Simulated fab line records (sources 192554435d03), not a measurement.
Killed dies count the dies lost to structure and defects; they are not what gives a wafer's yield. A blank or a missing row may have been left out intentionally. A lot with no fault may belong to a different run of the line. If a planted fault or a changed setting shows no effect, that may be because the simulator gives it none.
Struck lot and sound lot, side by side    flow n5-finfet    14 steps out of a route of 1938
Sound: the wafers L150.1, L150.4, L150.5. Struck: wafer L155.4 (L155.1, L155.5, from the same lot, were not struck and are left out); the cause is given at the end.
For every step that has rows: the tool of each side, followed by ch and its chambers, followed by its first start. Under that, the readings that differ: sound wafers    struck wafers    difference of the means    sigmas: that difference in standard deviations of wafers without a fault.
alike: words and numbers the same on both sides, and readings whose means are apart by under 2 such deviations; not compared: readings that were withheld, readings missing a value for some wafer, numbers with overlapping values and no deviation given by the record, and bounds like >300 which may hide the same value.
The two part at a step that has a row with sigmas, a row that says differs or no value, or rows on one side only. When numbers do not overlap yet have no deviation, they are printed without sigmas and do not part them. A reading missing from all wafers of one side parts the sides only when that side holds two or more wafers.

first, 2 steps without rows for these wafers: N5_BEOL_M5_SPUTTER_83 (material Cu, target thk 15 nm, time 27.62 s); N5_BEOL_M5_ANNEAL_84 (time 1800 s).
N5_BEOL_M5_SPUTTER_88: material Cu, target thk 15 nm, time 27.62 s.
  struck on pvd-sputter-01, day 10 06:55; sound on pvd-sputter-03, day 8 12:49
  alike: throttle-valve-pct
N5_BEOL_M5_ANNEAL_89: time 1800 s.
  struck on pvd-sputter-01, day 10 06:59; sound on pvd-sputter-03, day 8 12:54
  alike: heater-power-w
N5_BEOL_M5_SPUTTER_90: material Cu, target thk 4.5 nm, time 8.29 s.
  struck on pvd-sputter-01, day 10 08:00; sound on pvd-sputter-03, day 8 13:54
  alike: throttle-valve-pct
then, 1 step without rows for these wafers: N5_BEOL_M5_ECD_50 (material Cu, target thk 300 nm).
N5_BEOL_M5_ANNEAL_51: time 90 s.
  sound on rtp-anneal-01 ch 0, day 8 14:16; struck on rtp-anneal-01 ch 0, day 10 10:14
  alike: wafer_temp_C_max
N5_BEOL_M5_CMP_52: polishes, stops on SiCOH lowk, t overpolish 6.9 s, target thk 62 nm.
  sound on cmp-01 ch 0,1,2, day 8 14:36; struck on cmp-03 ch 3, day 10 10:49
reading              sound        struck  difference  sigmas
motor-current-A (A)  5.6 6.0 5.6  7.2     +1.5        +3
  alike: barrier-field-endpoint-s, overpolish-run-s, retaining-ring-pressure-frac, time-to-endpoint-s
N5_BEOL_M5_THK_MEAS_53: measures by xrf.
  struck on film-metro-02, day 10 11:06; sound on film-metro-01, day 8 14:51
  alike: M5_THK
then, 3 steps without rows for these wafers: N5_BEOL_M5_PRE_CLEAN_77 (time 15 s); N5_BEOL_M5_CO_CAP_78 (material Co, precursor CCTBA/H2, target thk 2 nm, time 102.1 s); N5_BEOL_M5_PRE_CLEAN_55 (time 15 s).
N5_BEOL_M5_DEP_56: deposits SiCN from 3MS/NH3, target thk 8 nm, time 14 s.
  sound on pecvd-01 ch 0,1,2, day 8 15:04; struck on pecvd-04 ch 1, day 10 11:19
reading                                   sound              struck  difference  sigmas
showerhead-plenum-p-Torr (Torr)           3.644 3.642 3.655  3.677   +0.030      +2
model.SiCN_of_BEOL_M5_DEP_56.thk-nm (nm)  8.2 8.2 8          13      +5          
  alike: chamber-pressure-Torr, throttle-valve-pct
N5_BEOL_M5_RS_MEAS_57: a four-point-probe measurement.
  struck on film-metro-02, day 10 11:23; sound on film-metro-02, day 8 15:08
  alike: M5_RS

WHERE THEY PART
Earliest at N5_BEOL_M5_CMP_52; latest, in this record, at N5_BEOL_M5_DEP_56. Later steps at which nothing parts them and some readings are alike: N5_BEOL_M5_RS_MEAS_57.

WHY: what the simulator had put in
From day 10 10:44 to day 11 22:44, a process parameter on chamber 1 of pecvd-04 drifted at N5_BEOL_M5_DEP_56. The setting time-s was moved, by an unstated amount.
